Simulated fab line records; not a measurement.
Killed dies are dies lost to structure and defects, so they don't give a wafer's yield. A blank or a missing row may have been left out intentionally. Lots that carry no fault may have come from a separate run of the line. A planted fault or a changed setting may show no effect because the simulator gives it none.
Split-lot trial + flow n5_finfet + 21 wafers read from 7 lots, route of 1938 steps

## THE SPLIT
At N5_BEOL_M1_EXPOSE_08 (exposes mask M1), the setting dose_mj was moved away from the recipe's 33 on 7 of the 21 wafers read, by -6.9% to +5.5%. All remaining wafers had this setting at the recipe value.

## FROM THE SPLIT TO THE READING: what the file shows between them, 2 steps
- N5_BEOL_M1_PEB_09: peb time 60 s
- N5_BEOL_M1_DEVELOP_10: develop time 30 s

## THE READING
cd_nm at N5_BEOL_M1_CD_MEAS_11, given in nm (cd target 17.05 nm). On this fab line, fault-free wafers typically give 17.07 nm with a standard deviation of 0.23 nm.

| wafer  | tool, chamber at the split | dose_mj as run | against the recipe | cd_nm, nm | against lot-mates on the recipe |
|--------|----------------------------|----------------|--------------------|-----------|---------------------------------|
| L075.1 | euv_scanner-01, 0          | 33             | recipe             | 17.06     | -                               |
| L075.2 | euv_scanner-01, 0          | 34.83          | +5.5%              | 17.80     | +0.74                           |
| L075.5 | euv_scanner-01, 0          | 34.83          | +5.5%              | 18.27     | +1.21                           |
| L080.2 | euv_scanner-02, 0          | 31.58          | -4.3%              | 16.04     | -0.93                           |
| L080.5 | euv_scanner-02, 0          | 33             | recipe             | 16.81     | -                               |
| L080.6 | euv_scanner-02, 0          | 33             | recipe             | 17.12     | -                               |
| L081.1 | euv_scanner-01, 0          | 33             | recipe             | 17.17     | -                               |
| L081.3 | euv_scanner-01, 0          | 34.35          | +4.1%              | 17.63     | +0.59                           |
| L081.5 | euv_scanner-01, 0          | 33             | recipe             | 16.91     | -                               |
| L084.1 | euv_scanner-02, 0          | 30.72          | -6.9%              | 15.29     | -1.51                           |
| L084.2 | euv_scanner-02, 0          | 33             | recipe             | 16.80     | -                               |
| L084.3 | euv_scanner-02, 0          | 30.72          | -6.9%              | 15.92     | -0.88                           |
| L088.2 | euv_scanner-01, 0          | 33             | recipe             | 17.05     | -                               |
| L088.3 | euv_scanner-01, 0          | 33             | recipe             | 17.12     | -                               |
| L088.5 | euv_scanner-01, 0          | 33             | recipe             | 17.07     | -                               |
| L092.1 | euv_scanner-01, 0          | 30.95          | -6.2%              | 15.97     | -1.49                           |
| L092.4 | euv_scanner-01, 0          | 33             | recipe             | 17.14     | -                               |
| L092.5 | euv_scanner-01, 0          | 33             | recipe             | 17.78     | -                               |
| L096.1 | euv_scanner-02, 0          | 33             | recipe             | 16.98     | -                               |
| L096.2 | euv_scanner-02, 0          | 33             | recipe             | 17.03     | -                               |
| L096.3 | euv_scanner-02, 0          | 33             | recipe             | 17.27     | -                               |

FIT RESULTS
A straight line over all 21 wafers: cd_nm changes by +0.192 nm for each +1% of dose_mj; r = +0.94; the points scatter about the line by 0.25 nm.
The same after taking each lot's own level away (the mean of its wafers on the recipe; 21 wafers): +0.185 nm for each +1%; r = +0.95; scatter 0.21 nm.
Per that fit: largest dose_mj move, reading shift of 1.3 nm.
The lots' own levels span 16.800 to 17.460 nm, that is 2.9 times the standard deviation above.
So the lot-to-lot level changes the slope little: the two slopes agree.
Check: -1.24 nm against its lot-mates is what the line predicts for one of the wafers moved furthest among these (-6.9%) when that wafer is left out of the fit. It came out at -1.51 nm against them.

## THE OTHER SPLITS THESE WAFERS WENT THROUGH
Note: prior to the reading, these wafers also went through further splits. Each is held against what the fit with the lots' levels taken away leaves over:
| other split on the same wafers           | wafers away from the commonest value | r with cd_nm (lot level and that fit taken away) |
|------------------------------------------|--------------------------------------|--------------------------------------------------|
| N5_HKMG_FIN_ETCH_58 source_w             | 8                                    | +0.16                                            |
| N5_HKMG_FIN_ALD_79 ald_cycles            | 7                                    | +0.11                                            |
| N5_MOL_CONTACT_COAG_VIA_ETCH_117 bias_w  | 7                                    | +0.05                                            |
| N5_MOL_CONTACT_COAG_CVD_140 target_thk_a | 4                                    | -0.03                                            |
| N5_BEOL_M0_SAQP_PECVD_03 time_s          | 5                                    | -0.27                                            |
| N5_BEOL_M0_SAQP_EXPOSE_37 dose_mj        | 5                                    | +0.26                                            |
| N5_BEOL_M0_SAQP_DESCUM_45 time_s         | 9                                    | +0.06                                            |

## THE WHOLE CHAIN: every reading that the file lists as answering this split, in the file's order
| step                  | what it does                                                | reading                                                               | change (the file's fit)               | r (the file's) |
|-----------------------|-------------------------------------------------------------|-----------------------------------------------------------------------|---------------------------------------|----------------|
| N5_BEOL_M1_CD_MEAS_11 | target cd 17.05 nm                                          | cd_nm                                                                 | +0.193 nm for each +1% of the setting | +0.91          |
| N5_BEOL_M1_ETCH_74    | etches underlayer in N2/H2, target depth 6.5 nm, time 5.2 s | BEOL_M1.cd_offset_nm (the simulator's own value, which no gauge read) | +0.212 nm for each +1% of the setting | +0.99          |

## THE FILE'S OWN FIT
cd_nm changes by +0.193 nm for each +1% of dose_mj, r = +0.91.
